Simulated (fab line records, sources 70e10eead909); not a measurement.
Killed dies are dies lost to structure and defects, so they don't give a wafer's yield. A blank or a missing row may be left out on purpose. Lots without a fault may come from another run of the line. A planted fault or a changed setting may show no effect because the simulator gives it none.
A struck lot beside a sound one | flow nand_harc | 15 steps out of a route of 1159
Sound: wafers L530.3, L530.4, L530.5. Struck: wafers L517.1, L517.3, L517.5. The cause comes at the end.
At each step with rows: each side's tool, then ch and its chambers, then its first start. Under that, the readings that differ: sound wafers | struck wafers | difference of the means | sigmas: that difference in standard deviations of wafers without a fault.
alike: readings whose means differ by less than 2 such deviations, and words and numbers that are the same on both sides. not compared: withheld readings, readings that some wafer has no value for, bounds like >300 that may hide the same value, and numbers for which the record gives no deviation and whose values overlap.
The two part at a step that has a row with sigmas, a row that says differs or no value, or rows on one side only. Numbers that don't overlap but have no deviation are shown without sigmas and don't part them. A reading that every wafer of one side lacks parts them only if that side has two wafers or more.

first, 3 steps without rows for these wafers: NHARC_P_GATE_EXPOSE_08 (exposes mask P HV); NHARC_P_GATE_PEB_09 (peb time 85 s); NHARC_P_GATE_DEVELOP_10 (time 70 s).
NHARC_P_GATE_CD_MEAS_11: target cd 1640 nm.
  sound on cd_sem-03 ch 0, day 9 15:17; struck on cd_sem-01 ch 0, day 6 08:05
  alike: cd_nm
then, 1 step without rows for these wafers: NHARC_P_GATE_HARDBAKE_12 (time 80 s).
NHARC_P_GATE_DESCUM_13: chemistry O2, time 3 s.
  sound on rie_diel-03 ch 1,3, day 9 15:26; struck on rie_diel-03 ch 1,2, day 6 08:14
  alike: drypump_motor_current_A, oes_product_au, rf_vpp_V, showerhead_plenum_p_Torr, throttle_valve_pct
  not compared: rf_hours_counter_h
then, 6 steps without rows for these wafers: NHARC_P_GATE_ETCH_14 (etches SiO2 in dHF, target depth 48.8 nm); NHARC_P_GATE_STRIP_15 (strips in SPM, time 780 s); NHARC_P_GATE_PRECLEAN_71 (cleans in SC1); NHARC_P_GATE_SRD_72; NHARC_P_GATE_OXIDE_16 (material SiO2, target thk 3 nm, ox time 392 s); NHARC_P_GATE_CVD_17 (deposits poly-Si, target thk 150 nm, time 900 s).
NHARC_P_GATE_HM_DEP_102: deposits aC, target thk 120 nm.
  sound on acl_dep-02 ch 0, day 10 03:49; struck on acl_dep-02 ch 0, day 6 22:11
  alike: susceptor_temp_C, throttle_valve_pct
NHARC_P_GATE_DEP_103: deposits SiON, target thk 30 nm.
  sound on pecvd-03 ch 0,1,2, day 10 04:19; struck on pecvd-02 ch 0,1, day 6 22:53
  alike: heater_power_w, susceptor_temp_C
-- the record jumps here: 15 days lie between the struck wafers' starts before and after (it left off in module P_GATE and takes up again in module END, whose first step shown is number 1159 of the route) --
NHARC_END_SORT_01:
  sound on prober-02 ch 0, day 24 22:33; struck on prober-01 ch 0, day 21 14:12
  reading         | sound    | struck   | difference | sigmas
  killed_at_array | 43 48 45 | 12 15 17 | -31        | -3
  killed_dies     | 44 50 47 | 19 17 19 | -29        | -3
  alike: killed_at_other, killed_at_periphery, killed_open, killed_short

WHERE THEY PART
Only at NHARC_END_SORT_01, within this record.

WHY: what the simulator had put in
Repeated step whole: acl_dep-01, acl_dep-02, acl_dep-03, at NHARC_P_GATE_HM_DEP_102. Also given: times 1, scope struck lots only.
